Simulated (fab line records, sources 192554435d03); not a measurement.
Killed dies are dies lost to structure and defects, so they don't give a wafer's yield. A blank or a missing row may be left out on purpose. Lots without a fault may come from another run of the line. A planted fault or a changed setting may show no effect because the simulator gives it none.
A struck lot beside a sound one | flow n5_finfet | 35 steps out of a route of 1938
Sound: wafers L910.1, L910.2, L910.6. Struck: wafer L913.2. (L913.3, L913.5 of the same lot were not struck and are left out.) The cause comes at the end.
At each step with rows: each side's tool, then ch and its chambers, then its first start. Under that, the readings that differ: sound wafers | struck wafers | difference of the means | sigmas: that difference in standard deviations of wafers without a fault.
alike: readings whose means differ by less than 2 such deviations, and words and numbers that are the same on both sides. not compared: withheld readings, readings that some wafer has no value for, bounds like >300 that may hide the same value, and numbers for which the record gives no deviation and whose values overlap.
The two part at a step that has a row with sigmas, a row that says differs or no value, or rows on one side only. Numbers that don't overlap but have no deviation are shown without sigmas and don't part them. A reading that every wafer of one side lacks parts them only if that side has two wafers or more.

first, 8 steps without rows for these wafers: N5_BEOL_M9_SPUTTER_48 (material Cu, target thk 12 nm, time 2 s); N5_BEOL_M9_ECD_50 (material Cu, target thk 318 nm); N5_BEOL_M9_ANNEAL_51 (time 90 s); N5_BEOL_M9_CMP_52 (polishes, stops on SiCOH lowk, t overpolish 7 s, target thk 140 nm); N5_BEOL_M9_PRE_CLEAN_55 (time 15 s); N5_BEOL_M9_DEP_56 (deposits SiCN from 3MS/NH3, target thk 15 nm, time 26.5 s); N5_BEOL_M10_ILD_DEP_00 (deposits SiCOH lowk from DEMS/porogen, target thk 308.51 nm, time 58 s); N5_BEOL_M10_CURE_71 (cures SiCOH lowk, time 240 s).
N5_BEOL_M10_PECVD_70: deposits SiO2 from TEOS/O2, target thk 20 nm, time 22.7 s.
  sound on pecvd-04 ch 0,2, day 12 12:49; struck on pecvd-04 ch 1, day 13 07:38
  reading                                     | sound        | struck | difference | sigmas
  model.SiO2_of_BEOL_M10_PECVD_70.thk_nm (nm) | 20 19.8 20.4 | 19     | -1         |
  alike: heater_power_w, showerhead_plenum_p_Torr, showerhead_vpp_V, throttle_valve_pct
then, 24 steps without rows for these wafers: N5_BEOL_M10_HM_DEP_02 (deposits TiN, target thk 20 nm); N5_BEOL_M10_COAT_59 (time 60 s, resist thk 100 nm); N5_BEOL_M10_COAT_60 (time 60 s, resist thk 30 nm); N5_BEOL_M10_COAT_05 (resist thk 90 nm); N5_BEOL_M10_EBR_07; N5_BEOL_M10_SOFTBAKE_06 (time 60 s); N5_BEOL_M10_EXPOSE_08 (exposes mask M10); N5_BEOL_M10_PEB_09 (peb time 60 s); N5_BEOL_M10_DEVELOP_10 (develop time 30 s); N5_BEOL_M10_DESCUM_16 (chemistry O2, time 7.9 s); N5_BEOL_M10_ETCH_61 (etches SiARC in CF4, target depth 39 nm, time 65 s); N5_BEOL_M10_ETCH_62 (etches SOC in N2/H2, target depth 110 nm, overetch 22 nm, time 165 s); N5_BEOL_M10_STRIP_68 (strips in N2/H2); N5_BEOL_M10_STRIP_67 (strips in CF4); N5_BEOL_M10_HM_OPEN_17 (chemistry Cl2/BCl3, target TiN, target depth 20 nm, overetch 6 nm); N5_BEOL_M10_STRIP_19 (strips in O2); N5_BEOL_M10_COAT_63 (time 60 s, resist thk 100 nm); N5_BEOL_M10_COAT_64 (time 60 s, resist thk 30 nm); N5_BEOL_M10_COAT_22 (resist thk 90 nm); N5_BEOL_M10_EBR_24; N5_BEOL_M10_SOFTBAKE_23 (time 60 s); N5_BEOL_M10_EXPOSE_25 (exposes mask V9); N5_BEOL_M10_PEB_26 (peb time 60 s); N5_BEOL_M10_DEVELOP_27 (develop time 30 s).
N5_BEOL_M10_HM_STRIP_39: strips TiN in peroxide tin strip, target depth 25 nm, time 158 s.
  sound on wet_bench-06 ch 4,6,7, day 12 17:34; struck on wet_bench-02 ch 3, day 13 10:52
  reading                                     | sound          | struck | difference | sigmas
  model.SiO2_of_BEOL_M10_PECVD_70.thk_nm (nm) | 19.8 19.8 20.4 | 19     | -1         |
-- the record jumps here: 2 days lie between the struck wafers' starts before and after (it left off in module BEOL_M10 and takes up again in module PASSIVATION, whose first step shown is number 1936 of the route) --
N5_PASSIVATION_PROBE_49:
  sound on prober-02, day 14 19:43; struck on prober-02, day 15 15:14
  reading            | sound  | struck | difference | sigmas
  killed_at_M4_up    | 5 8 14 | 21     | +12        | +2
  killed_at_contacts | 3 5 5  | 17     | +13        | +2
  alike: defect_limited_yield, killed_at_M0_to_M3, killed_at_front_end, killed_at_other, killed_dies, killed_on_rim, killed_open, killed_short, sort_bin_5_function, sort_bin_6_memory, sort_bin_8_speed, sort_n_pass

WHERE THEY PART
Only at N5_PASSIVATION_PROBE_49, within this record.

WHY: what the simulator had put in
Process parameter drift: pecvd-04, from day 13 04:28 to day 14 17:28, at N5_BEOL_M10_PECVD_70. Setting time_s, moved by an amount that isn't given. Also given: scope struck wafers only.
